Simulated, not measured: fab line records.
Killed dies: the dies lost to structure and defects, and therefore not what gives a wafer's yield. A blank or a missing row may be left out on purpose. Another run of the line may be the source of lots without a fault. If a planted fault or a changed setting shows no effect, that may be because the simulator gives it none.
A struck lot beside a sound one	flow n5Finfet	37 out of 1938 route steps
Sound: these wafers, L326.4, L326.5, L326.6. Struck: wafers L333.1, L333.5. (L333.2 of the same lot was not struck and is left out.) The cause comes at the end.
For every step that has rows: the tool of each side, followed by ch and its chambers, followed by its first start. Under that, the readings that differ: sound wafers	struck wafers	difference of the means	sigmas: that difference in standard deviations of wafers without a fault.
alike: a reading whose means differ by less than 2 such deviations, as well as words and numbers matching on both sides. not compared: withheld readings; readings where some wafer has no value; bounds like >300 that might hide an equal value; numbers whose values overlap and for which the record gives no deviation.
Wherever a step has rows on one side only, a row that says differs or no value, or a row with sigmas, the two part there. Numbers that don't overlap but have no deviation are shown without sigmas and don't part them. A reading missing from all wafers of one side parts the sides only when that side holds two or more wafers.

first, 9 steps without rows for these wafers: N5_BEOL_M11_PEB_26 (peb time 60 s); N5_BEOL_M11_DEVELOP_27 (develop time 30 s); N5_BEOL_M11_DESCUM_33 (chemistry O2, time 7.9 s); N5_BEOL_M11_ETCH_65 (etches SiARC in CF4, target depth 39 nm, time 65 s); N5_BEOL_M11_ETCH_66 (etches SOC in N2/H2, target depth 120 nm, overetch 24 nm, time 180 s); N5_BEOL_M11_STRIP_69 (strips in N2/H2); N5_BEOL_M11_VIA_ETCH_34 (etches SiCOH lowk in C4F6/O2, target depth 184.5 nm, time 69.2 s); N5_BEOL_M11_STRIP_73 (strips in C4F6/O2); N5_BEOL_M11_STRIP_36 (strips in N2/H2).
N5_BEOL_M11_TRENCH_ETCH_37: etches SiCOH lowk in C4F6/O2, target depth 148.83 nm, time 48 s.
  sound on rieDiel-01 ch 2,3, day 10 21:02; struck on rieDiel-01 ch 0,1, day 12 09:06
reading	sound	struck	difference	sigmas
showerheadPlenumPTorr (Torr)	3.00 3.00 2.95	2.79 2.77	-0.20	-2
model.BEOL_M11.featureDepthNm (nm)	146.2 146.2 144.2	139 141.8	-5	
model.etch.depthNm (nm)	146.3 146.2 144.1	138.9 141.8	-5.2	
  alike: O2_flow_sccm, drypumpMotorCurrentA, oes_f_703_au, oesProductAu, rfVppV, throttleValvePct
  not compared: rfHoursCounterH
then, 2 steps without rows for these wafers: N5_BEOL_M11_ETCH_41 (etches SiCN in CH3F/O2, target depth 42.6 nm, time 86 s); N5_BEOL_M11_STRIP_77 (strips in N2/H2, time 10 s).
N5_BEOL_M11_OCD_MEAS_38:
  struck on ocd-02, day 12 09:17; sound on ocd-02, day 10 21:14
  alike: trenchDepthNm
then, 13 steps without rows for these wafers: N5_BEOL_M11_HM_STRIP_39 (strips TiN in peroxide tin strip, target depth 25 nm, time 158 s); N5_BEOL_M11_SRD_40 (time 30 s); N5_BEOL_M11_PRECLEAN_42 (cleans in residue remover, time 60 s); N5_BEOL_M11_SRD_43 (time 30 s); N5_BEOL_M11_CURE_72 (cures SiCOH lowk, time 120 s); N5_BEOL_M11_DEGAS_44 (time 60 s); N5_BEOL_M11_PRE_CLEAN_45 (time 30 s); N5_BEOL_M11_ALD_74 (deposits TaN, target thk 2 nm, pulse time 2 s, purge time 3 s); N5_BEOL_M11_SURFACE_TREAT_76; N5_BEOL_M11_CVD_75 (deposits Co from CCTBA/H2, target thk 2 nm, time 138.9 s); N5_BEOL_M11_SPUTTER_48 (material Cu, target thk 12 nm, time 2 s); N5_BEOL_M11_ECD_50 (material Cu, target thk 318 nm); N5_BEOL_M11_ANNEAL_51 (time 90 s).
N5_BEOL_M11_CMP_52: polishes, stops on SiCOH lowk, t overpolish 7 s, target thk 140 nm.
  sound on cmp-03 ch 0,1,2, day 10 23:03; struck on cmp-03 ch 1,3, day 12 14:08
reading	sound	struck	difference	sigmas
model.Cu_of_BEOL_M11_ECD_50.thkNm (nm)	135.4 138.4 135	129.4 132.8	-5.2	
  alike: barrierFieldEndpointS, clearingPlatenRpm, motorCurrentA, overpolishRunS, timeToEndpointS
N5_BEOL_M11_THK_MEAS_53: measures by xrf.
  struck on filmMetro-02, day 12 14:22; sound on filmMetro-01, day 10 23:14
  alike: M11_THK
then, 2 steps without rows for these wafers: N5_BEOL_M11_PRE_CLEAN_55 (time 15 s); N5_BEOL_M11_DEP_56 (deposits SiCN from 3MS/NH3, target thk 30 nm, time 10.5 s).
N5_BEOL_M11_RS_MEAS_57: the measuring method here is four-point-probe.
  struck on filmMetro-02, day 12 14:29; sound on filmMetro-01, day 10 23:23
  alike: M11_RS
then, 5 steps without rows for these wafers: N5_BEOL_M12_ILD_DEP_00 (deposits SiOC from DEMS/O2, target thk 658.92 nm, time 130.7 s); N5_BEOL_M12_COAT_58 (time 60 s, resist thk 89 nm); N5_BEOL_M12_COAT_04 (resist thk 400 nm); N5_BEOL_M12_EBR_06; N5_BEOL_M12_SOFTBAKE_05 (time 60 s).
N5_BEOL_M15_RC_MEAS_101:
  sound on prober-02 ch 0, day 11 22:17; struck on prober-01 ch 0, day 13 12:16
reading	sound	struck	difference	sigmas
COMB_M12 (S/m)	1.05e-11 6.4e-12 9.1e-12	4.3e-12 5.5e-12	-3.8e-12	-3
SERP_M10 (ohm/um)	3.04 2.99 3.17	3.22 3.26	+0.17	+2
SERP_M12 (ohm/um)	0.650 0.655 0.665	0.633 0.592	-0.044	-2
SERP_M5 (ohm/um)	37.4 37.4 40.7	41.7 42.3	+3.5	+2
  alike: COMB_M10, COMB_M11, COMB_M13, COMB_M14, COMB_M15, COMB_M5, COMB_M6, COMB_M7, COMB_M8, COMB_M9, SERP_M11, SERP_M13, SERP_M14, SERP_M6, SERP_M6_max_site, SERP_M7, SERP_M8, SERP_M9, SERP_M9_max_site

== WHERE THEY PART ==
First at N5_BEOL_M11_TRENCH_ETCH_37; last, within this record, at N5_BEOL_M15_RC_MEAS_101.

WHY: the cause the simulator had injected
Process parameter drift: rieDiel-01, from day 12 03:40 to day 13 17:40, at N5_BEOL_M11_TRENCH_ETCH_37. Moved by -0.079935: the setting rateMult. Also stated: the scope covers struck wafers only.
